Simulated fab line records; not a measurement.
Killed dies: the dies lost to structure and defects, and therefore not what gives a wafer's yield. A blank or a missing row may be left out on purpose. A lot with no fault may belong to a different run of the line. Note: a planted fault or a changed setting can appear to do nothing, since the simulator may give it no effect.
A lot that was struck, set against a sound lot -- flow n5 finfet -- 40 steps out of a route of 1938
Sound: the wafers L932.1, L932.4, L932.5. The struck wafers were L942.2, L942.4, L942.5. At the end, the cause is stated.
For every step that has rows: the tool of each side, followed by ch and its chambers, followed by its first start. Under that, the readings that differ: sound wafers -- struck wafers -- difference of the means -- sigmas: that difference in standard deviations of wafers without a fault.
alike: words and numbers the same on both sides, and readings whose means are apart by under 2 such deviations; not compared: readings that were withheld, readings missing a value for some wafer, numbers with overlapping values and no deviation given by the record, and bounds like >300 which may hide the same value.
The two part at a step that has a row with sigmas, a row that says differs or no value, or rows on one side only. Non-overlapping numbers with no deviation appear without sigmas and do not part them. A reading missing from all wafers of one side parts the sides only when that side holds two or more wafers.

first, 10 steps without rows for these wafers: N5_SDB_STRIP_22 (strips in N2/H2); N5_SDB_PRECLEAN_23 (cleans in dHF, time 30 s); N5_SDB_DUMMY_REMOVE_24 (chemistry TMAH, target poly-Si, stops on SiO2, target depth 142 nm, time 57 s, rinse time 30 s); N5_SDB_ETCH_25 (etches SiO2 in C4F6/O2, target depth 10 nm, time 3.3 s); N5_SDB_CUT_ETCH_26 (etches Si in HBr/Cl2/O2, target depth 129.6 nm, bt time 20 s, time 51.8 s); N5_SDB_PRECLEAN_38 (cleans in dHF, time 10 s); N5_SDB_PRECLEAN_39 (cleans in O3/DIW, time 45 s); N5_SDB_SRD_28 (time 30 s); N5_SDB_ALD_29 (deposits SiNx, target thk 30 nm, pulse time 1 s, ald cycles 600); N5_SDB_CMP_30 (polishes, stops on poly-Si, t overpolish 1.54 s, target thk 30 nm).
N5_DUMMY_REMOVAL_HM_STRIP_01: strips SiNx in CH3F/O2, stops on poly-Si, target depth 4 nm, time 6.8 s.
  sound on rie diel-06 ch 0,1,3, day 5 21:16; struck on rie diel-06 ch 1,2,3, day 8 08:03
  no value came back on the struck wafers for any of 8 readings (CH3F_flow_sccm (sccm), O2_flow_sccm (sccm) and others); on the sound wafers CH3F_flow_sccm (sccm) reads 29.97 30.04 29.87
reading,sound,struck,difference,sigmas
model.SiNx_of_SDB_ALD_29.thk nm (nm),29.4 29.2 29.2,30 30 30,+1,
  not compared: rf hours counter h
then, 3 steps without rows for these wafers: N5_DUMMY_REMOVAL_STRIP_10 (strips in N2/H2, time 40 s); N5_DUMMY_REMOVAL_PRECLEAN_07 (cleans in dHF, time 30 s); N5_DUMMY_REMOVAL_DUMMY_REMOVE_02 (chemistry TMAH, target poly-Si, stops on SiO2, target depth 142 nm, time 57 s, rinse time 30 s).
N5_DUMMY_REMOVAL_INSPECT_06: inspects for defects (brightfield).
  struck on defect inspect-01, day 8 08:15; sound on defect inspect-02, day 5 21:28
reading,sound,struck,difference,sigmas
raw defect count,6 14 10,135 113 139,+119,+23
then, 22 steps without rows for these wafers: N5_DUMMY_REMOVAL_PRECLEAN_08 (cleans in NF3:NH3, afs cycles 2, time 20 s, sublimation time 60 s); N5_DUMMY_REMOVAL_PRECLEAN_04 (cleans in DHF, time 37 s); N5_DUMMY_REMOVAL_SRD_05 (time 30 s); N5_HKMG_FIN_IL_REGROW_00 (material SiO2, chemistry O3, target thk 0.75 nm, time 30 s); N5_HKMG_FIN_HK_ALD_01 (deposits HfO2, target thk 1.6 nm, pulse time 3 s, purge time 3 s); N5_HKMG_FIN_HK_ANNEAL_02 (time 30 s); N5_HKMG_FIN_ALD_74 (deposits La2O3, target thk 0.5 nm, pulse time 6 s, co reactant pulse time 1 s); N5_HKMG_FIN_ALD_75 (deposits Al2O3, target thk 1 nm, co reactant pulse time 1 s); N5_HKMG_FIN_COAT_41 (time 60 s, resist thk 300 nm); N5_HKMG_FIN_COAT_42 (time 60 s, resist thk 35 nm); N5_HKMG_FIN_COAT_43 (resist thk 90 nm); N5_HKMG_FIN_EBR_45; N5_HKMG_FIN_SOFTBAKE_44 (time 60 s); N5_HKMG_FIN_EXPOSE_46 (exposes mask NDIPOLE); N5_HKMG_FIN_PEB_47 (peb time 60 s); N5_HKMG_FIN_DEVELOP_48 (develop time 30 s); N5_HKMG_FIN_DESCUM_53 (chemistry O2, time 7.9 s); N5_HKMG_FIN_ETCH_54 (etches SiARC in CF4, target depth 45.5 nm, time 75.8 s); N5_HKMG_FIN_ETCH_55 (etches SOC in N2/H2, target depth 240 nm, time 300 s); N5_HKMG_FIN_STRIP_56 (strips in N2/H2); N5_HKMG_FIN_STRIP_57 (strips in CF4); N5_HKMG_FIN_ETCH_58 (etches SOC in N2/H2, target depth 215.8 nm, time 741 s).
N5_GATE_CUT_ETCH_58: etches SiNx in CH3F/O2, target depth 17 nm, time 128.6 s.
  sound on rie diel-05 ch 1,2, day 6 07:11; struck on rie diel-05 ch 0,1, day 8 17:49
reading,sound,struck,difference,sigmas
model.SiNx_of_SDB_ALD_29.thk nm (nm),24.6 24.4 24.4,25 25 25.2,+1,
  alike: drypump motor current A, oes product au, rf vpp V, showerhead plenum p Torr, throttle valve pct
  not compared: rf hours counter h
-- the record jumps here: 4 days lie between the struck wafers' starts before and after (it left off in module GATE_CUT and takes up again in module BEOL_M4, whose first step shown is number 1111 of the route) --
N5_BEOL_M4_RC_MEAS_101:
  sound on prober-01 ch 0, day 9 21:38; struck on prober-02 ch 0, day 12 12:56
  alike: DIBL_N, DIBL_P, IOFF_N, IOFF_P, ION_N, ION_P, SS_N, SS_P, VT_N, VT_P
-- the record jumps here: 5 days lie between the struck wafers' starts before and after (it left off in module BEOL_M4 and takes up again in module PASSIVATION, whose first step shown is number 1936 of the route) --
N5_PASSIVATION_PROBE_49:
  only the struck wafers here have rows in the record (prober-02, day 17 01:41); the sound ones have none

== WHERE THEY PART ==
Last at N5_PASSIVATION_PROBE_49 as far as this record goes, first at N5_DUMMY_REMOVAL_HM_STRIP_01.

WHY: whatever the simulator had introduced
Skipped step whole: rie diel-06, from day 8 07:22 on, at N5_DUMMY_REMOVAL_HM_STRIP_01. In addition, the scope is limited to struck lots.
